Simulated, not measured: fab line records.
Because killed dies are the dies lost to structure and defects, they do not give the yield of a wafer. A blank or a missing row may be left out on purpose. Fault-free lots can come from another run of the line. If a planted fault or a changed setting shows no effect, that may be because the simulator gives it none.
fab line records	flow nand_harc	part 1 of 2: steps 1 to 22 of 32
[record] lots = 5	wafers = 15	last_day = 24
route steps=1159 shown A_STAIRCASE@671
lots that met no fault: taken from a fault-free run of the same line
start_h: hours from the record's first day to the start of the lot's first wafer shown	wait_h: hours since the lot's step before	" unchanged from the row above	L1.1+2: several wafers, shown together as one row	- value missing, or start not given	* or withheld: withheld	< > ~ a bound
route shown NAME@n: a module of which the file shows steps, and the number in the route of the first	usual: mean/standard deviation taken from wafers without a fault	same: alike in all rows	chamber/n: place in a boat	sites: each site's reading	_std_site: standard deviation of those values	_edge_site: mean of outer sites minus mean of inner sites	radius_mm: how far each site lies from the wafer's centre	mask NAME#n: copy n	behind: the most recent tool/chamber to have shaped the wafer	hold: why the lot was held/for how many hours/how that ended	device: the n, p or np transistor that did not switch	end of line: the tests these same wafers got at the end of their route	a step without rows: its recipe alone	killed: dies lost to structure and defects at the first sort, not the wafer's yield	map: dies across one wafer; x = killed, . = not, _ = none there
set.NAME: the setting the step ran with; set.NAME@STEP: the setting that earlier step ran with	model.NAME: the simulator's own value behind a step, which no gauge read
lots at selected steps of the route; one table per step, one row per wafer
services: from which hour (start_h, from the record's first day; less than 0 if before it) a tool's chamber was out of use, for how many hours, and why
[[steps]]
[step NHARC_A_STAIRCASE_STRIP_296]
[recipe] time_s = 900	temp_c = 130	chemistry = SPM
[same] time_s = 900
lot.wafer	tool	chamber	start_h	wait_h
L086.5+4+6	wet_bench-02	6,7,1	341.81	-
L091.3+1+5	wet_bench-07	0,2,3	357.44	-
L090.1+3+6	wet_bench-02	1,2,4	366.67	-
L092.4+1+5	wet_bench-01	4,5,7	366.90	-
L096.6+1+4	wet_bench-07	7,0,3	387.42	-
[step NHARC_A_STAIRCASE_PRECLEAN_297]
[recipe] time_s = *	temp_c = 50	bath_age_min = 0	chemistry = SC1
[same] time_s = *
lot.wafer	tool	chamber	start_h	wait_h
L086.5+4+6	wet_bench-02	6,7,1	-	-
L091.3+1+5	wet_bench-07	0,2,3	-	-
L090.1+3+6	wet_bench-02	1,2,4	-	-
L092.4+1+5	wet_bench-01	4,5,7	-	-
L096.6+1+4	wet_bench-07	7,0,3	-	-
[step NHARC_A_STAIRCASE_SRD_298]
lot.wafer	tool	chamber	start_h	wait_h
L086.5+4+6	wet_bench-02	6,7,1	-	-
L091.3+1+5	wet_bench-07	0,2,3	-	-
L090.1+3+6	wet_bench-02	1,2,4	-	-
L092.4+1+5	wet_bench-01	4,5,7	-	-
L096.6+1+4	wet_bench-07	7,0,3	-	-
[step NHARC_A_STAIRCASE_HM_DEP_462]
[recipe] target_thk_a = 8000	temp_c = 400	material = aC
[usual] throttle_valve_pct = 34.999/0.01
lot.wafer	tool	chamber	start_h	wait_h	throttle_valve_pct
L086.4	acl_dep-02	0	343.25	1.0	35.025
L086.5	"	0	"	"	35.004
L086.6	"	0	"	"	35.003
L091.1	acl_dep-03	0	362.77	4.9	34.981
L091.3	"	0	"	"	34.999
L091.5	"	0	"	"	35.000
L090.1	acl_dep-03	0	368.67	1.5	34.991
L090.3	"	0	"	"	35.009
L090.6	"	0	"	"	35.009
L092.1	acl_dep-01	0	368.94	1.6	34.985
L092.4	"	0	"	"	35.018
L092.5	"	0	"	"	34.991
L096.1	acl_dep-03	0	387.93	0.1	34.998
L096.4	"	0	"	"	34.998
L096.6	"	0	"	"	35.003
[step NHARC_A_STAIRCASE_DEP_301]
[recipe] target_thk_a = 300	target_thk_nm = 30	temp_c = 400	pressure_torr = 3.5	flow_sccm = 200	rf_w = 350	material = SiON
[usual] chamber_pressure_Torr = 3.501/0.0079	heater_power_w = 818/130	rf_fwd_power_W = 348.6/1.1
lot.wafer	tool	chamber	start_h	wait_h	chamber_pressure_Torr	heater_power_w	rf_fwd_power_W	since_wet_clean_h
L086.4	pecvd-01	1	344.28	0.7	3.492	1002	349.5	-
L086.6	"	1	"	"	3.493	1014	347.8	-
L086.5	"	2	"	"	3.518	797	349.0	-
L091.1	pecvd-01	1	364.63	1.5	3.495	1124	347.9	115
L091.3	"	1	"	"	3.504	1122	348.2	-
L091.5	"	1	"	"	3.508	1098	349.2	-
L090.1	pecvd-01	1	370.52	1.5	3.505	1128	346.3	120
L090.3	"	1	"	"	3.496	1136	347.3	-
L090.6	"	1	"	"	3.505	1122	346.9	-
L092.1	pecvd-02	0	370.78	1.5	3.511	668	347.9	24
L092.4	"	1	"	"	3.493	642	347.5	-
L092.5	"	2	"	"	3.512	914	349.4	-
L096.1	pecvd-01	1	389.93	1.7	3.502	928	348.3	140
L096.4	"	1	"	"	3.520	964	347.5	-
L096.6	"	2	"	"	3.514	705	346.8	-
[step NHARC_A_STAIRCASE_DEHYDRATE_302]
[recipe] temp_c = 150	time_s = 120
[usual] plate_temp_C = 150.01/0.12
[same] time_s = 120
lot.wafer	tool	chamber	start_h	wait_h	plate_temp_C
L086.4	litho_track-07	0	344.56	0.2	150.09
L086.5	"	0	"	"	150.16
L086.6	"	0	"	"	149.80
L091.1	litho_track-02	0	364.99	0.3	150.01
L091.3	"	0	"	"	149.99
L091.5	"	0	"	"	150.04
L090.1	litho_track-03	0	370.88	0.3	150.14
L090.3	"	0	"	"	150.05
L090.6	"	0	"	"	150.19
L092.1	litho_track-03	0	371.05	0.2	149.81
L092.4	"	0	"	"	149.96
L092.5	"	0	"	"	150.04
L096.1	litho_track-07	0	390.20	0.2	149.86
L096.4	"	0	"	"	149.85
L096.6	"	0	"	"	149.96
[step NHARC_A_STAIRCASE_HMDS_303]
[recipe] time_s = 30
[same] time_s = 30
lot.wafer	tool	chamber	start_h	wait_h
L086.4+5+6	litho_track-07	0	-	-
L091.1+3+5	litho_track-02	0	-	-
L090.1+3+6	litho_track-03	0	-	-
L092.1+4+5	litho_track-03	0	-	-
L096.1+4+6	litho_track-07	0	-	-
[step NHARC_A_STAIRCASE_COAT_304]
[recipe] spin_rpm = 1200
lot.wafer	tool	chamber	start_h	wait_h
L086.4+5+6	litho_track-07	0	-	-
L091.1+3+5	litho_track-02	0	-	-
L090.1+3+6	litho_track-03	0	-	-
L092.1+4+5	litho_track-03	0	-	-
L096.1+4+6	litho_track-07	0	-	-
[step NHARC_A_STAIRCASE_SOFTBAKE_305]
[recipe] temp_c = 135	time_s = 170
[usual] plate_temp_C = 134.99/0.15
[same] time_s = 170
lot.wafer	tool	chamber	start_h	wait_h	plate_temp_C
L086.4	litho_track-07	0	-	-	134.97
L086.5	"	0	"	"	134.83
L086.6	"	0	"	"	135.10
L091.1	litho_track-02	0	-	-	134.72
L091.3	"	0	"	"	134.95
L091.5	"	0	"	"	134.99
L090.1	litho_track-03	0	-	-	134.99
L090.3	"	0	"	"	135.07
L090.6	"	0	"	"	135.05
L092.1	litho_track-03	0	-	-	135.23
L092.4	"	0	"	"	135.47
L092.5	"	0	"	"	134.93
L096.1	litho_track-07	0	-	-	135.07
L096.4	"	0	"	"	134.96
L096.6	"	0	"	"	135.15
[step NHARC_A_STAIRCASE_EBR_306]
lot.wafer	tool	chamber	start_h	wait_h
L086.4+5+6	litho_track-07	0	-	-
L091.1+3+5	litho_track-02	0	-	-
L090.1+3+6	litho_track-03	0	-	-
L092.1+4+5	litho_track-03	0	-	-
L096.1+4+6	litho_track-07	0	-	-
[step NHARC_A_STAIRCASE_EXPOSE_307]
[recipe] na = 0.5	dose_mj = 45.72	mask_id = CHOP_50
[usual] focus_offset_nm = 0.0/0.49
lot.wafer	tool	chamber	start_h	wait_h	mask	focus_offset_nm
L086.4	krf_scanner-02	0	344.90	-	CHOP_50#0	0.0
L086.5	"	0	"	"	CHOP_50#0	-0.6
L086.6	"	0	"	"	CHOP_50#0	0.5
L091.1	krf_scanner-03	0	365.32	-	CHOP_50#0	-0.2
L091.3	"	0	"	"	CHOP_50#0	0.3
L091.5	"	0	"	"	CHOP_50#0	0.2
L090.1	krf_scanner-03	0	371.21	-	CHOP_50#0	0.3
L090.3	"	0	"	"	CHOP_50#0	-0.1
L090.6	"	0	"	"	CHOP_50#0	0.2
L092.1	krf_scanner-01	0	371.38	-	CHOP_50#0	0.8
L092.4	"	0	"	"	CHOP_50#0	-0.3
L092.5	"	0	"	"	CHOP_50#0	-1.4
L096.1	krf_scanner-02	0	390.53	-	CHOP_50#0	0.7
L096.4	"	0	"	"	CHOP_50#0	-0.2
L096.6	"	0	"	"	CHOP_50#0	-0.3
[step NHARC_A_STAIRCASE_PEB_308]
[recipe] peb_temp_c = 115	peb_time_s = 130
[usual] plate_temp_C = 115.01/0.14
lot.wafer	tool	chamber	start_h	wait_h	plate_temp_C
L086.4	litho_track-03	0	344.96	0.0	115.26
L086.5	"	0	"	"	115.23
L086.6	"	0	"	"	115.19
L091.1	litho_track-02	0	365.39	0.1	115.02
L091.3	"	0	"	"	115.26
L091.5	"	0	"	"	115.05
L090.1	litho_track-02	0	371.28	0.1	114.81
L090.3	"	0	"	"	114.89
L090.6	"	0	"	"	114.95
L092.1	litho_track-07	0	371.46	0.1	115.09
L092.4	"	0	"	"	114.81
L092.5	"	0	"	"	114.95
L096.1	litho_track-07	0	390.60	0.1	115.00
L096.4	"	0	"	"	114.84
L096.6	"	0	"	"	115.00
[step NHARC_A_STAIRCASE_DEVELOP_309]
[recipe] time_s = 140
[same] time_s = 140
lot.wafer	tool	chamber	start_h	wait_h
L086.4+5+6	litho_track-03	0	-	-
L091.1+3+5	litho_track-02	0	-	-
L090.1+3+6	litho_track-02	0	-	-
L092.1+4+5	litho_track-07	0	-	-
L096.1+4+6	litho_track-07	0	-	-
[step NHARC_A_STAIRCASE_HARDBAKE_311]
[recipe] temp_c = 120	time_s = 140
[same] time_s = 140
lot.wafer	tool	chamber	start_h	wait_h
L086.4+5+6	litho_track-07	0	345.19	-
L091.1+3+5	litho_track-02	0	365.61	-
L090.1+3+6	litho_track-02	0	371.49	-
L092.1+4+5	litho_track-02	0	371.68	-
L096.1+4+6	litho_track-02	0	390.82	-
[step NHARC_A_STAIRCASE_DESCUM_312]
[recipe] time_s = 3	o2_flow_sccm = 200	ar_flow_sccm = 0	bias_power_w = 0	chemistry = O2
[usual] chamber_pressure_mTorr = 60.00/0.051	drypump_motor_current_A = 5.8/0.32	oes_product_au = 1.005/0.0066	rf_vpp_V = 57.6/0.83	showerhead_plenum_p_Torr = 1.91/0.066	throttle_valve_pct = 11.311/0.011
[same] time_s = 3
lot.wafer	tool	chamber	start_h	wait_h	chamber_pressure_mTorr	drypump_motor_current_A	oes_product_au	rf_hours_counter_h	rf_vpp_V	showerhead_plenum_p_Torr	throttle_valve_pct
L086.4	rie_diel-11	0	345.30	-	59.98	5.3	1.009	49	57.2	1.90	11.309
L086.5	"	3	"	"	59.94	5.9	0.998	-	58.3	1.96	11.313
L086.6	"	0	"	"	59.97	5.3	1.010	-	57.3	1.90	11.318
L091.3	rie_diel-11	2	365.92	-	60.04	6.1	1.001	60	58.6	2.04	11.317
L091.1	"	3	"	"	59.92	5.9	1.002	55	57.9	1.95	11.316
L091.5	"	3	"	"	59.97	5.9	0.999	-	58.1	1.95	11.315
L090.1	rie_diel-05	0	371.59	-	59.95	6.2	1.012	6	56.8	1.92	11.316
L090.3	"	2	"	"	60.07	5.4	1.014	11	56.0	1.88	11.324
L090.6	"	2	"	"	59.99	5.4	0.998	-	56.8	1.88	11.322
L092.1	rie_diel-05	0	371.77	-	60.02	6.0	1.019	6	57.9	1.92	11.319
L092.4	"	0	"	"	59.98	6.1	1.013	-	58.3	1.92	11.301
L092.5	"	3	"	"	59.92	5.9	0.997	-	56.4	1.80	11.325
L096.1	rie_diel-05	2	390.91	-	59.99	5.4	1.008	18	58.2	1.88	11.300
L096.4	"	1	"	"	60.07	6.0	1.002	7	57.4	1.98	11.297
L096.6	"	2	"	"	59.90	5.4	1.013	-	58.0	1.88	11.302
[step NHARC_A_STAIRCASE_ETCH_313]
[recipe] cf4_flow_sccm = 100	chf3_flow_sccm = 30	ar_flow_sccm = 0	rf_w = 500	bias_w = 200	chemistry = CF4/CHF3
[usual] cf4_flow_sccm = 100.0/0.31	chamber_pressure_mTorr = 25.001/0.024	drypump_motor_current_A = 5.8/0.33	oes_product_au = 0.946/0.021	rf_fwd_power_W = 496.6/1.7	rf_vpp_V = 370.4/1.9	showerhead_plenum_p_Torr = 1.57/0.051	throttle_valve_pct = 16.803/0.0099
lot.wafer	tool	chamber	start_h	wait_h	cf4_flow_sccm	chamber_pressure_mTorr	drypump_motor_current_A	oes_product_au	rf_fwd_power_W	rf_hours_counter_h	rf_vpp_V	showerhead_plenum_p_Torr	throttle_valve_pct
L086.4	rie_diel-11	3	345.41	0.1	99.9	25.020	5.9	0.954	493.0	50	372.5	1.61	16.805
L086.5	"	2	"	"	99.7	24.974	6.0	0.950	498.0	-	374.0	1.67	16.805
L086.6	"	3	"	"	100.1	24.982	5.9	0.948	492.0	-	371.8	1.61	16.800
L091.1	rie_diel-11	2	366.06	0.1	99.5	25.000	6.0	0.930	495.5	60	372.9	1.67	16.794
L091.3	"	1	"	"	100.0	24.972	5.5	0.921	495.7	57	370.8	1.60	16.808
L091.5	"	2	"	"	99.6	25.003	6.1	0.935	497.1	-	373.9	1.67	16.805
L090.1	rie_diel-05	0	371.69	0.1	99.7	25.007	6.1	0.960	496.1	6	370.2	1.58	16.811
L090.3	"	2	"	"	100.0	25.034	5.5	0.966	497.6	11	369.6	1.55	16.787
L090.6	"	2	"	"	99.5	24.978	5.5	0.960	498.1	-	371.2	1.55	16.795
L092.1	rie_diel-05	2	372.05	0.3	99.8	25.029	5.4	0.949	498.1	12	369.1	1.55	16.799
L092.4	"	2	"	"	99.9	25.026	5.4	0.950	499.6	-	369.7	1.55	16.793
L092.5	"	0	"	"	100.2	24.982	6.1	0.945	494.4	-	370.0	1.58	16.788
L096.4	rie_diel-05	3	391.00	0.1	99.9	25.028	5.9	0.954	496.2	18	367.6	1.48	16.795
L096.1	"	1	"	"	100.1	24.994	6.0	0.984	496.0	7	371.9	1.63	16.805
L096.6	"	0	"	"	100.7	24.984	6.1	0.977	495.6	-	370.4	1.57	16.814
[step NHARC_A_STAIRCASE_HM_OPEN_463]
[recipe] o2_flow_sccm = 400	cos_flow_sccm = 20	ar_flow_sccm = 0	rf_w = 500	bias_w = 300	chemistry = O2/COS
[usual] chamber_pressure_mTorr = 19.999/0.018	drypump_motor_current_A = 5.8/0.32	oes_product_au = 1.004/0.0074	rf_fwd_power_W = 498.6/1.6	rf_vpp_V = 467.1/2.3	showerhead_plenum_p_Torr = 3.12/0.1	throttle_valve_pct = 28.331/0.0094
lot.wafer	tool	chamber	start_h	wait_h	chamber_pressure_mTorr	drypump_motor_current_A	oes_product_au	rf_fwd_power_W	rf_hours_counter_h	rf_vpp_V	showerhead_plenum_p_Torr	throttle_valve_pct
L086.4	rie_diel-11	2	-	-	19.959	6.1	0.995	499.3	53	470.7	3.32	28.337
L086.6	"	1	"	"	20.003	5.5	1.004	499.8	-	466.8	3.18	28.339
L086.5	"	2	"	"	20.021	6.1	1.004	496.9	-	469.9	3.32	28.330
L091.1	rie_diel-11	3	-	-	20.012	5.9	1.013	498.3	56	468.1	3.18	28.331
L091.3	"	2	"	"	20.000	6.1	1.005	501.8	60	471.4	3.31	28.335
L091.5	"	3	"	"	19.974	5.9	1.008	498.4	-	468.4	3.18	28.349
L090.3	rie_diel-05	0	-	-	19.989	6.1	1.012	495.5	6	468.2	3.13	28.326
L090.1	"	2	"	"	20.010	5.5	0.999	499.1	11	466.2	3.07	28.334
L090.6	"	0	"	"	19.995	6.1	1.014	496.0	-	467.1	3.13	28.317
L092.1	rie_diel-05	3	-	-	19.987	6.0	1.003	499.2	12	463.6	2.94	28.341
L092.5	"	0	"	"	19.986	6.1	1.010	501.9	-	466.1	3.13	28.319
L092.4	"	2	"	"	20.008	5.5	1.010	496.4	-	466.0	3.07	28.333
L096.1	rie_diel-05	3	-	-	19.983	5.9	0.991	499.1	18	463.9	2.94	28.327
L096.4	"	0	"	"	20.008	6.1	1.006	495.6	14	468.1	3.12	28.326
L096.6	"	0	"	"	19.990	6.1	1.006	496.8	-	467.0	3.12	28.349
[step NHARC_A_STAIRCASE_STRIP_464]
[recipe] o2_flow_sccm = 400	cos_flow_sccm = 20	ar_flow_sccm = 0	bias_w = 0	chemistry = O2/COS
lot.wafer	tool	chamber	start_h	wait_h
L086.4+5+6	rie_diel-11	0,2,3	-	-
L091.3+1+5	rie_diel-04	1,3,2	366.80	-
L090.1+3+6	rie_diel-05	0,2,3	-	-
L092.1+4+5	rie_diel-05	3,3,0	-	-
L096.1+4+6	rie_diel-05	2,3,0	-	-
[step NHARC_A_STAIRCASE_ETCH_453]
[recipe] target_depth_a = 300	overetch_a = 30	time_s = 16.5	ion_energy_ev = 100	cf4_flow_sccm = 80	o2_flow_sccm = 20	ar_flow_sccm = 0	rf_w = 300	bias_w = 100	chemistry = CF4/O2
[usual] cf4_flow_sccm = 79.99/0.23	chamber_pressure_mTorr = 30.002/0.028	drypump_motor_current_A = 5.8/0.32	oes_product_au = 1.004/0.0084	rf_fwd_power_W = 294.0/1.4	rf_vpp_V = 197.9/1.2	showerhead_plenum_p_Torr = 1.33/0.043	throttle_valve_pct = 13.397/0.0085
[same] time_s = 16.5
lot.wafer	tool	chamber	start_h	wait_h	cf4_flow_sccm	chamber_pressure_mTorr	drypump_motor_current_A	oes_product_au	rf_fwd_power_W	rf_hours_counter_h	rf_vpp_V	showerhead_plenum_p_Torr	throttle_valve_pct
L086.4	rie_diel-11	2	-	-	79.84	29.976	6.0	1.000	295.3	53	199.6	1.42	13.373
L086.5	"	1	"	"	80.12	30.041	5.6	0.995	292.3	-	198.9	1.36	13.402
L086.6	"	2	"	"	80.15	29.936	6.1	1.006	295.2	-	198.6	1.42	13.400
L091.3	rie_diel-04	3	366.90	0.1	79.80	30.001	6.2	1.003	293.0	31	198.0	1.34	13.410
L091.1	"	0	"	"	80.01	30.036	6.0	0.995	292.7	31	198.1	1.36	13.399
L091.5	"	2	"	"	80.08	29.968	5.6	0.996	294.4	-	197.1	1.30	13.412
L090.1	rie_diel-05	2	-	-	79.92	30.018	5.4	1.008	294.7	12	197.0	1.31	13.406
L090.3	"	3	"	"	79.83	29.998	6.0	0.996	295.1	12	195.6	1.26	13.405
L090.6	"	2	"	"	79.83	30.076	5.4	1.013	293.7	-	196.4	1.31	13.392
L092.1	rie_diel-05	3	-	-	79.99	30.058	6.0	0.998	295.3	12	196.3	1.26	13.397
L092.4	"	0	"	"	80.06	30.018	6.1	1.004	292.1	-	198.4	1.34	13.385
L092.5	"	2	"	"	80.03	29.947	5.4	1.008	295.7	-	199.3	1.31	13.395
L096.4	rie_diel-05	0	-	-	80.13	30.020	6.1	1.002	291.7	14	198.0	1.33	13.390
L096.1	"	2	"	"	80.11	30.016	5.4	1.009	295.1	18	198.0	1.31	13.394
L096.6	"	0	"	"	79.87	29.971	6.1	1.008	292.5	-	197.8	1.34	13.404
[step NHARC_A_STAIRCASE_ETCH_315]
[recipe] target_depth_a = 25000	time_s = 607.1	ion_energy_ev = 800	c4f8_flow_sccm = 80	o2_flow_sccm = 60	ar_flow_sccm = withheld	rf_w = 600	bias_w = 3000	chemistry = C4F8/O2/Ar
[usual] chamber_pressure_mTorr = 24.999/0.022	oes_product_au = 0.940/0.016	rf_fwd_power_W = 599.5/2	rf_vpp_V = 1826/8.2
[same] time_s = 607.1
lot.wafer	tool	chamber	start_h	wait_h	chamber_pressure_mTorr	oes_product_au	rf_fwd_power_W	rf_hours_counter_h	rf_vpp_V
L086.4	rie_diel-11	3	-	-	24.973	0.916	598.5	50	1832
L086.6	"	0	"	"	24.995	0.932	599.0	-	1826
L086.5	"	1	"	"	25.012	0.920	602.1	-	1830
L091.1	rie_diel-05	3	367.11	-	25.015	0.997	598.9	10	1812
L091.3	"	0	"	"	25.017	1.005	600.5	4	1827
L091.5	"	2	"	"	25.002	1.010	600.0	-	1823
L090.1	rie_diel-05	2	-	-	25.004	0.923	598.8	12	1823
L090.3	"	3	"	"	24.997	0.927	595.2	12	1811
L090.6	"	2	"	"	24.995	0.943	598.2	-	1822
L092.1	rie_diel-05	2	-	-	24.977	0.921	598.2	12	1824
L092.4	"	0	"	"	25.020	0.928	597.3	-	1827
L092.5	"	3	"	"	24.996	0.923	601.2	-	1812
L096.4	rie_diel-05	0	-	-	24.997	0.951	599.5	14	1826
L096.1	"	1	"	"	24.979	0.944	601.1	7	1835
L096.6	"	1	"	"	25.023	0.946	604.2	-	1835
[step NHARC_A_STAIRCASE_STRIP_316]
[recipe] o2_flow_sccm = 500	ar_flow_sccm = 0	bias_w = 0	chemistry = O2
[usual] chamber_pressure_mTorr = 60.01/0.053	drypump_motor_current_A = 5.8/0.31	oes_product_au = 1.004/0.0088	rf_vpp_V = 57.7/0.86	showerhead_plenum_p_Torr = 3.51/0.11	throttle_valve_pct = 17.036/0.009
lot.wafer	tool	chamber	start_h	wait_h	chamber_pressure_mTorr	drypump_motor_current_A	oes_product_au	rf_hours_counter_h	rf_vpp_V	showerhead_plenum_p_Torr	throttle_valve_pct
L086.4	rie_diel-11	2	-	-	60.00	6.1	1.015	53	58.7	3.75	17.031
L086.5	"	3	"	"	60.07	5.9	1.001	-	57.8	3.60	17.041
L086.6	"	0	"	"	60.06	5.3	1.013	-	57.4	3.51	17.032
L091.3	rie_diel-05	0	-	-	59.94	6.1	1.001	4	57.2	3.53	17.029
L091.1	"	2	"	"	59.98	5.4	0.986	10	57.5	3.47	17.032
L091.5	"	3	"	"	60.03	6.0	0.984	-	57.7	3.33	17.019
L090.3	rie_diel-05	0	-	-	59.95	6.1	1.007	7	57.8	3.53	17.044
L090.1	"	2	"	"	60.01	5.4	0.999	12	58.3	3.47	17.048
L090.6	"	2	"	"	60.07	5.5	0.991	-	58.9	3.47	17.047
L092.1	rie_diel-05	0	-	-	59.99	6.1	1.008	7	58.4	3.53	17.046
L092.5	"	2	"	"	59.96	5.4	1.000	-	57.2	3.47	17.035
L092.4	"	0	"	"	60.00	6.1	1.020	-	56.9	3.53	17.016
L096.1	rie_diel-05	0	-	-	60.05	6.1	1.004	15	57.8	3.53	17.024
L096.4	"	2	"	"	60.05	5.4	1.004	18	57.8	3.47	17.046
L096.6	"	0	"	"	60.11	6.1	0.992	-	57.4	3.53	17.037
[step NHARC_A_STAIRCASE_STRIP_317]
[recipe] time_s = 900	temp_c = 130	chemistry = SPM
[same] time_s = 900
lot.wafer	tool	chamber	start_h	wait_h
L086.4+6+5	wet_bench-07	7,2,3	347.44	-
L091.3+5+1	wet_bench-02	1,4,6	367.93	-
L090.6+1+3	wet_bench-02	0,1,3	373.80	-
L092.1+4+5	wet_bench-02	1,4,5	374.05	-
L096.4+1+6	wet_bench-07	1,3,4	392.26	-
